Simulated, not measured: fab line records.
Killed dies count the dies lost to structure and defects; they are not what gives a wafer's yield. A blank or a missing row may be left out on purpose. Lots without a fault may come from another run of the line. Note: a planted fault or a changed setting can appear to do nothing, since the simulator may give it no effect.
fab line records | flow nand-harc | part 2 of 2: steps 5 to 6 of 6
record lots=22 | wafers=66 | last-day=33
route steps=1302 shown A_CONTACT@1004
lots untouched by any fault: they come from a run of this same line in which no faults occurred
start-h: hours from the record's opening day to when the first of the lot's shown wafers began | wait-h: time in hours since the lot's previous step | " same as the row above | L1.1+2: a single row standing in for several wafers | - value missing, or start not given | * or withheld: withheld | < > ~ a bound
route shown NAME@n: names a module that has steps shown in the file, with the first one's number in the route | usual: the fault-free wafers' mean and standard deviation | same: alike in all rows | chamber/n: place in a boat | sites: readings site by site | _std_site: how widely they spread, as a standard deviation | _edge_site: outer sites' mean less inner sites' | radius-mm: for every site, how far away it sits from the centre of the wafer | mask NAME#n: copy n | behind: the last tool/chamber to shape the wafer | hold: what put the lot on hold/how long, in hours/how the hold closed | device: whichever transistor did not switch (one of n, p or np) | end of line: tests run on the same wafers once the route is complete | a step without rows: its recipe alone | killed: count of dies lost to structure and defects at first sort (not the wafer's yield) | map: a wafer's dies, x killed, . not, _ none there
set.NAME: the run value of the setting; set.NAME@STEP: its run value at that earlier step | model.NAME: the simulator's own value behind a step, which no gauge read
one table for each step of the route and one row for each wafer, over a sample of lots
services: when a tool's chamber went out of use (start-h, in hours from the record's first day, below 0 if earlier), for how many hours, and the reason
## steps
# step NHARC_A_CONTACT_ETCH_75
# recipe target-depth-a=390 | over-etch-frac=0.3 | time-s=65 | ion-energy-ev=80 | cf4-flow-sccm=150 | ar-flow-sccm=0 | rf-w=300 | bias-w=100 | chemistry=CF4
# usual drypump-motor-current-A=6.2/0.43 | oes-product-au=1.002/0.011 | rf-fwd-power-W=297.3/1.4 | rf-vpp-V=151.1/1.3 | showerhead-plenum-p-Torr=1.75/0.07 | throttle-valve-pct=13.283/0.0088
lot.wafer | tool        | chamber | start-h | wait-h | drypump-motor-current-A | oes-product-au | rf-fwd-power-W | rf-hours-counter-h | rf-vpp-V | showerhead-plenum-p-Torr | throttle-valve-pct
L074.2    | rie-diel-08 | 3       | 491.78  | 0.1    | 6.3                     | 1.001          | 299.3          | 30                 | 149.0    | 1.70                     | 13.285
L074.6    | "           | 3       | "       | "      | 6.3                     | 0.991          | 299.0          | -                  | 150.5    | 1.70                     | 13.272
L074.5    | "           | 0       | "       | "      | 6.4                     | 1.004          | 295.8          | -                  | 151.7    | 1.77                     | 13.285
L075.2    | rie-diel-12 | 2       | 510.39  | 0.1    | 5.5                     | 1.010          | 297.4          | 10                 | 152.6    | 1.78                     | 13.282
L075.5    | "           | 2       | "       | "      | 5.5                     | 1.011          | 297.0          | -                  | 152.3    | 1.78                     | 13.297
L075.6    | "           | 3       | "       | "      | 5.8                     | 1.012          | 298.5          | -                  | 150.3    | 1.69                     | 13.272
L076.1    | rie-diel-09 | 0       | 528.16  | 0.1    | 6.4                     | 0.995          | 297.5          | 5                  | 151.0    | 1.67                     | 13.277
L076.2    | "           | 3       | "       | "      | 6.0                     | 0.988          | 297.1          | 8                  | 152.4    | 1.82                     | 13.279
L076.6    | "           | 0       | "       | "      | 6.4                     | 1.008          | 296.6          | -                  | 150.0    | 1.67                     | 13.285
L077.1    | rie-diel-12 | 0       | 535.24  | 0.1    | 6.7                     | 1.001          | 294.9          | 12                 | 152.3    | 1.75                     | 13.262
L077.3    | "           | 2       | "       | "      | 5.5                     | 1.027          | 297.8          | 14                 | 151.1    | 1.78                     | 13.289
L077.5    | "           | 1       | "       | "      | 6.7                     | 0.999          | 297.9          | -                  | 150.9    | 1.69                     | 13.288
L078.2    | rie-diel-12 | 2       | 536.78  | 0.1    | 5.5                     | 1.014          | 298.8          | 15                 | 151.0    | 1.78                     | 13.287
L078.4    | "           | 3       | "       | "      | 5.8                     | 1.018          | 298.4          | 14                 | 151.1    | 1.69                     | 13.283
L078.3    | "           | 1       | "       | "      | 6.7                     | 0.999          | 296.1          | 13                 | 150.9    | 1.69                     | 13.290
L080.3    | rie-diel-12 | 1       | 568.91  | 0.1    | 6.7                     | 1.008          | 296.9          | 18                 | 149.5    | 1.69                     | 13.285
L080.6    | "           | 1       | "       | "      | 6.7                     | 0.999          | 296.6          | -                  | 151.6    | 1.69                     | 13.292
L080.5    | "           | 2       | "       | "      | 5.5                     | 1.010          | 297.7          | -                  | 151.3    | 1.78                     | 13.297
L081.4    | rie-diel-09 | 3       | 569.53  | 0.1    | 6.0                     | 0.998          | 295.3          | 18                 | 151.4    | 1.82                     | 13.283
L081.5    | "           | 0       | "       | "      | 6.4                     | 1.003          | 298.6          | -                  | 150.9    | 1.67                     | 13.285
L081.6    | "           | 1       | "       | "      | 5.5                     | 0.995          | 295.3          | -                  | 154.1    | 1.85                     | 13.296
L082.4    | rie-diel-12 | 0       | 585.77  | 0.1    | 6.7                     | 0.989          | 296.9          | 24                 | 150.7    | 1.74                     | 13.284
L082.2    | "           | 2       | "       | "      | 5.5                     | 1.022          | 297.4          | 26                 | 152.8    | 1.78                     | 13.280
L082.1    | "           | 3       | "       | "      | 5.8                     | 1.018          | 297.0          | 26                 | 150.0    | 1.69                     | 13.296
L083.2    | rie-diel-09 | 3       | 590.20  | 0.1    | 6.0                     | 0.995          | 295.7          | 26                 | 151.2    | 1.82                     | 13.268
L083.3    | "           | 1       | "       | "      | 5.5                     | 1.004          | 297.6          | 27                 | 153.2    | 1.85                     | 13.280
L083.6    | "           | 3       | "       | "      | 6.0                     | 0.997          | 296.6          | -                  | 151.4    | 1.82                     | 13.282
L085.1    | rie-diel-12 | 0       | 605.88  | 0.1    | 6.6                     | 0.987          | 296.4          | 28                 | 151.4    | 1.74                     | 13.275
L085.3    | "           | 1       | "       | "      | 6.8                     | 1.009          | 294.7          | 29                 | 151.2    | 1.68                     | 13.281
L085.6    | "           | 2       | "       | "      | 5.5                     | 1.019          | 298.1          | -                  | 152.9    | 1.78                     | 13.277
L084.4    | rie-diel-12 | 0       | 607.69  | 0.1    | 6.7                     | 0.993          | 296.9          | 29                 | 151.9    | 1.74                     | 13.280
L084.2    | "           | 3       | "       | "      | 5.8                     | 1.012          | 299.2          | 28                 | 149.7    | 1.69                     | 13.290
L084.5    | "           | 0       | "       | "      | 6.7                     | 0.988          | 296.5          | -                  | 152.6    | 1.74                     | 13.280
L086.4    | rie-diel-12 | 0       | 614.37  | 0.1    | 6.6                     | 0.994          | 296.7          | 30                 | 150.1    | 1.74                     | 13.288
L086.2    | "           | 2       | "       | "      | 5.5                     | 1.007          | 299.3          | 33                 | 149.8    | 1.77                     | 13.282
L086.5    | "           | 0       | "       | "      | 6.6                     | 0.994          | 296.9          | -                  | 150.1    | 1.74                     | 13.294
L087.4    | rie-diel-12 | 0       | 632.52  | 0.1    | 6.6                     | 0.987          | 297.4          | 0                  | 147.9    | 1.74                     | 13.289
L087.3    | "           | 2       | "       | "      | 5.5                     | 0.987          | 299.3          | 0                  | 150.0    | 1.77                     | 13.289
L087.1    | "           | 3       | "       | "      | 5.8                     | 0.998          | 298.8          | 0                  | 149.6    | 1.69                     | 13.291
L088.1    | rie-diel-08 | 2       | 632.91  | 0.1    | 6.3                     | 0.992          | 296.2          | 27                 | 151.2    | 1.88                     | 13.274
L088.5    | "           | 1       | "       | "      | 5.9                     | 1.008          | 299.3          | -                  | 151.8    | 1.87                     | 13.279
L088.6    | "           | 2       | "       | "      | 6.3                     | 1.010          | 296.9          | -                  | 153.5    | 1.89                     | 13.294
L090.1    | rie-diel-12 | 3       | 647.92  | 0.1    | 5.8                     | 0.989          | 298.2          | 3                  | 149.6    | 1.69                     | 13.287
L090.4    | "           | 0       | "       | "      | 6.7                     | 0.991          | 296.4          | 3                  | 150.4    | 1.74                     | 13.287
L090.6    | "           | 0       | "       | "      | 6.6                     | 0.981          | 297.3          | -                  | 150.1    | 1.74                     | 13.306
L089.1    | rie-diel-12 | 1       | 652.89  | 0.1    | 6.7                     | 0.988          | 297.4          | 5                  | 151.1    | 1.68                     | 13.276
L089.4    | "           | 2       | "       | "      | 5.6                     | 0.998          | 298.5          | 5                  | 151.1    | 1.77                     | 13.274
L089.5    | "           | 1       | "       | "      | 6.7                     | 0.991          | 296.3          | -                  | 150.2    | 1.68                     | 13.284
L092.2    | rie-diel-08 | 1       | 677.52  | 0.1    | 5.9                     | 1.017          | 301.0          | 42                 | 150.9    | 1.86                     | 13.276
L092.4    | "           | 2       | "       | "      | 6.3                     | 1.001          | 297.7          | 43                 | 152.2    | 1.88                     | 13.295
L092.5    | "           | 2       | "       | "      | 6.3                     | 1.003          | 296.8          | -                  | 152.0    | 1.88                     | 13.300
L091.3    | rie-diel-08 | 0       | 685.87  | 0.1    | 6.4                     | 0.984          | 293.8          | 42                 | 150.1    | 1.76                     | 13.281
L091.2    | "           | 1       | "       | "      | 5.9                     | 0.999          | 299.0          | 46                 | 152.4    | 1.86                     | 13.292
L091.6    | "           | 0       | "       | "      | 6.4                     | 0.999          | 295.1          | -                  | 152.5    | 1.76                     | 13.279
L094.1    | rie-diel-08 | 2       | 699.99  | 0.1    | 6.3                     | 1.004          | 297.4          | 51                 | 151.9    | 1.88                     | 13.280
L094.4    | "           | 3       | "       | "      | 6.3                     | 1.010          | 298.4          | 48                 | 149.7    | 1.68                     | 13.285
L094.6    | "           | 1       | "       | "      | 5.9                     | 1.006          | 298.1          | -                  | 152.0    | 1.86                     | 13.270
L093.4    | rie-diel-12 | 0       | 703.33  | 0.1    | 6.6                     | 0.992          | 294.6          | 12                 | 150.4    | 1.74                     | 13.280
L093.6    | "           | 1       | "       | "      | 6.8                     | 0.992          | 296.3          | -                  | 150.0    | 1.68                     | 13.278
L093.5    | "           | 2       | "       | "      | 5.5                     | 1.002          | 297.3          | -                  | 151.7    | 1.77                     | 13.280
L095.1    | rie-diel-08 | 1       | 717.39  | 0.1    | 5.9                     | 1.018          | 297.3          | 55                 | 153.7    | 1.86                     | 13.277
L095.3    | "           | 3       | "       | "      | 6.3                     | 1.020          | 298.9          | 57                 | 148.9    | 1.68                     | 13.282
L095.6    | "           | 1       | "       | "      | 5.9                     | 1.017          | 297.5          | -                  | 152.0    | 1.86                     | 13.286
L096.4    | rie-diel-12 | 3       | 732.61  | 0.1    | 5.8                     | 0.997          | 298.6          | 14                 | 150.3    | 1.68                     | 13.264
L096.1    | "           | 0       | "       | "      | 6.6                     | 0.996          | 296.3          | 16                 | 151.8    | 1.74                     | 13.291
L096.6    | "           | 2       | "       | "      | 5.6                     | 1.000          | 297.5          | -                  | 151.8    | 1.77                     | 13.282
# step NHARC_A_CONTACT_STRIP_82
# recipe o2-flow-sccm=500 | ar-flow-sccm=0 | bias-w=0 | chemistry=O2
# usual drypump-motor-current-A=6.1/0.42 | oes-product-au=1.002/0.0095 | rf-vpp-V=57.7/0.89 | showerhead-plenum-p-Torr=3.48/0.14 | throttle-valve-pct=17.035/0.0098
lot.wafer | tool        | chamber | start-h | wait-h | drypump-motor-current-A | oes-product-au | rf-hours-counter-h | rf-vpp-V | showerhead-plenum-p-Torr | throttle-valve-pct
L074.2    | rie-diel-12 | 3       | -       | -      | 5.8                     | 1.014          | 8                  | 58.2     | 3.38                     | 17.048
L074.6    | "           | 2       | "       | "      | 5.6                     | 1.016          | -                  | 59.4     | 3.56                     | 17.036
L074.5    | "           | 3       | "       | "      | 5.8                     | 1.011          | -                  | 57.2     | 3.38                     | 17.018
L075.2    | rie-diel-09 | 1       | -       | -      | 5.5                     | 0.991          | 3                  | 57.5     | 3.71                     | 17.045
L075.5    | "           | 2       | "       | "      | 6.3                     | 0.992          | -                  | 58.2     | 3.35                     | 17.042
L075.6    | "           | 3       | "       | "      | 6.0                     | 0.996          | -                  | 57.1     | 3.64                     | 17.035
L076.1    | rie-diel-09 | 3       | -       | -      | 6.0                     | 1.003          | 9                  | 58.8     | 3.64                     | 17.034
L076.2    | "           | 0       | "       | "      | 6.4                     | 1.005          | 6                  | 57.6     | 3.33                     | 17.039
L076.6    | "           | 1       | "       | "      | 5.6                     | 1.012          | -                  | 59.2     | 3.71                     | 17.040
L077.3    | rie-diel-12 | 1       | -       | -      | 6.7                     | 0.995          | 14                 | 58.9     | 3.36                     | 17.041
L077.1    | "           | 3       | "       | "      | 5.8                     | 1.024          | 16                 | 57.2     | 3.37                     | 17.030
L077.5    | "           | 1       | "       | "      | 6.7                     | 0.990          | -                  | 57.5     | 3.36                     | 17.049
L078.3    | rie-diel-12 | 3       | -       | -      | 5.8                     | 1.014          | 16                 | 58.1     | 3.37                     | 17.045
L078.4    | "           | 0       | "       | "      | 6.7                     | 0.997          | 14                 | 58.0     | 3.48                     | 17.031
L078.2    | "           | 1       | "       | "      | 6.7                     | 1.001          | 14                 | 57.2     | 3.36                     | 17.054
L080.3    | rie-diel-12 | 0       | -       | -      | 6.7                     | 1.005          | 20                 | 57.5     | 3.48                     | 17.022
L080.6    | "           | 3       | "       | "      | 5.8                     | 1.012          | -                  | 58.1     | 3.37                     | 17.032
L080.5    | "           | 0       | "       | "      | 6.7                     | 1.004          | -                  | 58.5     | 3.48                     | 17.051
L081.4    | rie-diel-09 | 1       | -       | -      | 5.6                     | 1.002          | 21                 | 59.1     | 3.70                     | 17.042
L081.5    | "           | 1       | "       | "      | 5.6                     | 1.006          | -                  | 57.6     | 3.70                     | 17.037
L081.6    | "           | 2       | "       | "      | 6.3                     | 1.003          | -                  | 57.1     | 3.34                     | 17.042
L082.1    | rie-diel-12 | 2       | -       | -      | 5.6                     | 1.008          | 27                 | 57.5     | 3.54                     | 17.035
L082.4    | "           | 3       | "       | "      | 5.8                     | 1.019          | 27                 | 57.3     | 3.37                     | 17.036
L082.2    | "           | 1       | "       | "      | 6.8                     | 1.006          | 25                 | 56.9     | 3.36                     | 17.063
L083.3    | rie-diel-08 | 3       | -       | -      | 6.3                     | 1.011          | 13                 | 57.2     | 3.37                     | 17.035
L083.2    | "           | 2       | "       | "      | 6.3                     | 1.001          | 13                 | 59.1     | 3.77                     | 17.047
L083.6    | "           | 0       | "       | "      | 6.4                     | 1.003          | -                  | 57.5     | 3.52                     | 17.023
L085.1    | rie-diel-12 | 2       | -       | -      | 5.5                     | 1.028          | 33                 | 58.0     | 3.54                     | 17.043
L085.3    | "           | 1       | "       | "      | 6.8                     | 1.001          | 31                 | 57.0     | 3.36                     | 17.046
L085.6    | "           | 2       | "       | "      | 5.5                     | 0.999          | -                  | 58.2     | 3.54                     | 17.031
L084.2    | rie-diel-08 | 0       | -       | -      | 6.4                     | 1.009          | 17                 | 59.0     | 3.52                     | 17.018
L084.4    | "           | 0       | "       | "      | 6.4                     | 0.994          | -                  | 55.9     | 3.52                     | 17.035
L084.5    | "           | 1       | "       | "      | 5.9                     | 1.010          | -                  | 57.2     | 3.73                     | 17.046
L086.4    | rie-diel-12 | 2       | -       | -      | 5.5                     | 0.998          | 34                 | 58.1     | 3.54                     | 17.030
L086.2    | "           | 0       | "       | "      | 6.7                     | 0.992          | 31                 | 57.9     | 3.48                     | 17.044
L086.5    | "           | 2       | "       | "      | 5.6                     | 1.005          | -                  | 58.4     | 3.54                     | 17.027
L087.4    | rie-diel-09 | 0       | -       | -      | 6.4                     | 0.987          | 39                 | 57.5     | 3.31                     | 17.046
L087.1    | "           | 1       | "       | "      | 5.5                     | 0.990          | 39                 | 59.3     | 3.69                     | 17.037
L087.3    | "           | 3       | "       | "      | 6.0                     | 0.981          | 40                 | 58.2     | 3.62                     | 17.045
L088.1    | rie-diel-09 | 2       | -       | -      | 6.3                     | 0.998          | 41                 | 56.6     | 3.33                     | 17.033
L088.6    | "           | 3       | "       | "      | 6.0                     | 0.988          | -                  | 57.6     | 3.62                     | 17.026
L088.5    | "           | 0       | "       | "      | 6.4                     | 1.007          | -                  | 56.8     | 3.31                     | 17.029
L090.1    | rie-diel-12 | 1       | -       | -      | 6.7                     | 1.007          | 5                  | 57.9     | 3.35                     | 17.029
L090.4    | "           | 2       | "       | "      | 5.6                     | 1.000          | 4                  | 58.0     | 3.54                     | 17.031
L090.6    | "           | 2       | "       | "      | 5.5                     | 0.999          | -                  | 57.2     | 3.54                     | 17.048
L089.1    | rie-diel-12 | 1       | -       | -      | 6.8                     | 0.986          | 6                  | 57.2     | 3.35                     | 17.033
L089.4    | "           | 3       | "       | "      | 5.8                     | 0.990          | -                  | 58.1     | 3.36                     | 17.031
L089.5    | "           | 0       | "       | "      | 6.7                     | 0.994          | -                  | 55.5     | 3.47                     | 17.041
L092.4    | rie-diel-12 | 3       | -       | -      | 5.8                     | 0.995          | 9                  | 58.3     | 3.36                     | 17.030
L092.2    | "           | 0       | "       | "      | 6.6                     | 0.994          | 9                  | 58.3     | 3.47                     | 17.038
L092.5    | "           | 0       | "       | "      | 6.7                     | 0.993          | -                  | 57.1     | 3.47                     | 17.038
L091.2    | rie-diel-12 | 0       | -       | -      | 6.7                     | 0.982          | 11                 | 58.1     | 3.47                     | 17.019
L091.3    | "           | 1       | "       | "      | 6.7                     | 0.994          | 11                 | 55.8     | 3.35                     | 17.029
L091.6    | "           | 1       | "       | "      | 6.7                     | 0.993          | -                  | 57.3     | 3.35                     | 17.019
L094.4    | rie-diel-09 | 0       | -       | -      | 6.4                     | 1.001          | 5                  | 57.4     | 3.30                     | 17.040
L094.1    | "           | 1       | "       | "      | 5.6                     | 1.003          | 5                  | 57.9     | 3.68                     | 17.043
L094.6    | "           | 2       | "       | "      | 6.3                     | 1.010          | -                  | 56.4     | 3.32                     | 17.030
L093.4    | rie-diel-09 | 1       | -       | -      | 5.6                     | 0.997          | 6                  | 57.6     | 3.68                     | 17.030
L093.5    | "           | 1       | "       | "      | 5.6                     | 1.001          | -                  | 58.9     | 3.68                     | 17.048
L093.6    | "           | 2       | "       | "      | 6.3                     | 1.004          | -                  | 56.3     | 3.32                     | 17.029
L095.3    | rie-diel-09 | 0       | -       | -      | 6.4                     | 0.990          | 12                 | 58.5     | 3.30                     | 17.031
L095.1    | "           | 2       | "       | "      | 6.3                     | 1.006          | 9                  | 58.1     | 3.32                     | 17.026
L095.6    | "           | 3       | "       | "      | 6.0                     | 1.011          | -                  | 59.5     | 3.61                     | 17.031
L096.4    | rie-diel-08 | 3       | -       | -      | 6.3                     | 1.013          | 1                  | 56.2     | 3.34                     | 17.026
L096.1    | "           | 2       | "       | "      | 6.4                     | 0.989          | 1                  | 58.1     | 3.74                     | 17.027
L096.6    | "           | 3       | "       | "      | 6.3                     | 1.017          | -                  | 56.5     | 3.34                     | 17.031
## services
tool            | chamber | start-h | hours | kind
rie-diel-12     | 0       | 454.58  | -     | clean
rie-diel-12     | 1       | 454.58  | -     | clean
rie-diel-12     | 1       | 487.93  | 6.1   | repair
rie-diel-08     | 1       | 488.52  | 14.4  | repair
har-cap-etch-01 | -       | 497.00  | 17.0  | pm
rie-diel-09     | -       | 498.03  | 9.0   | pm
rie-diel-12     | 0       | 508.71  | 7.2   | repair
rie-diel-09     | 1       | 527.53  | 4.6   | repair
rie-diel-08     | -       | 547.21  | 9.0   | pm
rie-diel-12     | 3       | 598.73  | 8.6   | repair
rie-diel-08     | 3       | 608.46  | 5.6   | repair
rie-diel-09     | 2       | 613.41  | 2.0   | repair
rie-diel-08     | 0       | 613.68  | 2.7   | repair
rie-diel-12     | -       | 622.58  | 9.0   | pm
rie-diel-12     | 2       | 654.34  | 7.6   | repair
har-cap-etch-03 | -       | 657.23  | 0.2   | repair
rie-diel-08     | -       | 671.24  | 1.1   | repair
rie-diel-09     | -       | 675.22  | 9.0   | pm
rie-diel-08     | -       | 685.94  | 0.4   | repair
rie-diel-12     | 3       | 686.72  | 7.7   | repair
rie-diel-12     | 3       | 723.42  | 5.7   | repair
rie-diel-09     | 0       | 724.04  | 4.4   | repair
rie-diel-08     | -       | 724.21  | 9.0   | pm
rie-diel-09     | 2       | 737.16  | 8.6   | repair
